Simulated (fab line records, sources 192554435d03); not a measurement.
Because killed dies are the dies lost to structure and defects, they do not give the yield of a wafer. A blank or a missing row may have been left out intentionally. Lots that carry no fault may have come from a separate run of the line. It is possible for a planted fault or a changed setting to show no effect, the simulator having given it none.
Chamber matching || flow n5_finfet || N5_MOL_CONTACT_COAG_ALD_133 on ald_sin-04 has 4 sister chambers
The step deposits SiO2, target thk 5 nm, pulse time 1 s, co reactant pulse time 1 s. 14 wafers are shown with their chamber, then 7 later ones without.

## WAFERS PAIRED WITH THEIR CHAMBERS
{"wafer": "L340.1", "chamber": 3, "heater_power_w (W)": 75, "precursor_pulse_height_rel": 0.980}
{"wafer": "L340.2", "chamber": 0, "heater_power_w (W)": 78, "precursor_pulse_height_rel": 1.005}
{"wafer": "L340.4", "chamber": 1, "heater_power_w (W)": 78, "precursor_pulse_height_rel": 1.020}
{"wafer": "L341.3", "chamber": 0, "heater_power_w (W)": 80, "precursor_pulse_height_rel": 0.984}
{"wafer": "L341.4", "chamber": 3, "heater_power_w (W)": 74, "precursor_pulse_height_rel": 0.977}
{"wafer": "L341.6", "chamber": 0, "heater_power_w (W)": 79, "precursor_pulse_height_rel": 1.009}
{"wafer": "L350.2", "chamber": 3, "heater_power_w (W)": 76, "precursor_pulse_height_rel": 0.988}
{"wafer": "L350.4", "chamber": 2, "heater_power_w (W)": 84, "precursor_pulse_height_rel": 0.982}
{"wafer": "L350.5", "chamber": 2, "heater_power_w (W)": 83, "precursor_pulse_height_rel": 1.013}
{"wafer": "L353.1", "chamber": 2, "heater_power_w (W)": 85, "precursor_pulse_height_rel": 1.021}
{"wafer": "L353.4", "chamber": 1, "heater_power_w (W)": 76, "precursor_pulse_height_rel": 0.992}
{"wafer": "L353.5", "chamber": 0, "heater_power_w (W)": 79, "precursor_pulse_height_rel": 0.994}
{"wafer": "L354.1", "chamber": 0, "heater_power_w (W)": 80, "precursor_pulse_height_rel": 1.004}
{"wafer": "L354.3", "chamber": 2, "heater_power_w (W)": 82, "precursor_pulse_height_rel": 1.013}

SIGNATURES (means of the wafers above)
{"reading": "heater_power_w", "chamber 0": 79.20, "chamber 1": 77.00, "chamber 2": 83.50, "chamber 3": 75.00, "scatter within a chamber": 1.09}
{"reading": "precursor_pulse_height_rel", "chamber 0": 0.99920, "chamber 1": 1.00600, "chamber 2": 1.00725, "chamber 3": 0.98167, "scatter within a chamber": 0.0133}
Rule: a wafer's distance from a chamber is the root of the sum, over the readings, of the square of ((its reading less the chamber's mean) divided by the reading's scatter). If the next closest chamber is less than 2 further off than the closest, the wafer can't be placed; otherwise it belongs to the closest. The scatter: the root of (the sum of the squares of (reading less its chamber's mean) over the shown wafers, divided by (wafers less chambers)).

## WAFERS WITHOUT THEIR CHAMBER
{"wafer": "L354.6", "heater_power_w (W)": 83, "precursor_pulse_height_rel": 0.993}
{"wafer": "L358.2", "heater_power_w (W)": 77, "precursor_pulse_height_rel": 1.013}
{"wafer": "L358.4", "heater_power_w (W)": 83, "precursor_pulse_height_rel": 1.008}
{"wafer": "L358.5", "heater_power_w (W)": 74, "precursor_pulse_height_rel": 0.997}
{"wafer": "L363.2", "heater_power_w (W)": 75, "precursor_pulse_height_rel": 0.998}
{"wafer": "L363.3", "heater_power_w (W)": 83, "precursor_pulse_height_rel": 0.963}
{"wafer": "L363.4", "heater_power_w (W)": 79, "precursor_pulse_height_rel": 0.963}

## WHICH CHAMBER EACH ONE RAN IN
{"wafer": "L354.6", "from the rows above": 2, "in truth": 2}
{"wafer": "L358.2", "from the rows above": "can't be placed: 1 or 0", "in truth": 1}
{"wafer": "L358.4", "from the rows above": 2, "in truth": 2}
{"wafer": "L358.5", "from the rows above": "can't be placed: 3 or 1", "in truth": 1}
{"wafer": "L363.2", "from the rows above": "can't be placed: 3 or 1", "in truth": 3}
{"wafer": "L363.3", "from the rows above": "can't be placed: 2 or 0", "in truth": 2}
{"wafer": "L363.4", "from the rows above": "can't be placed: 0 or 1 or 3", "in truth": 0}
Correct placement for 2 of the 7. From these rows, 5 cannot be placed; in 5 the true chamber is one of the candidates. Number placed wrongly: 0.
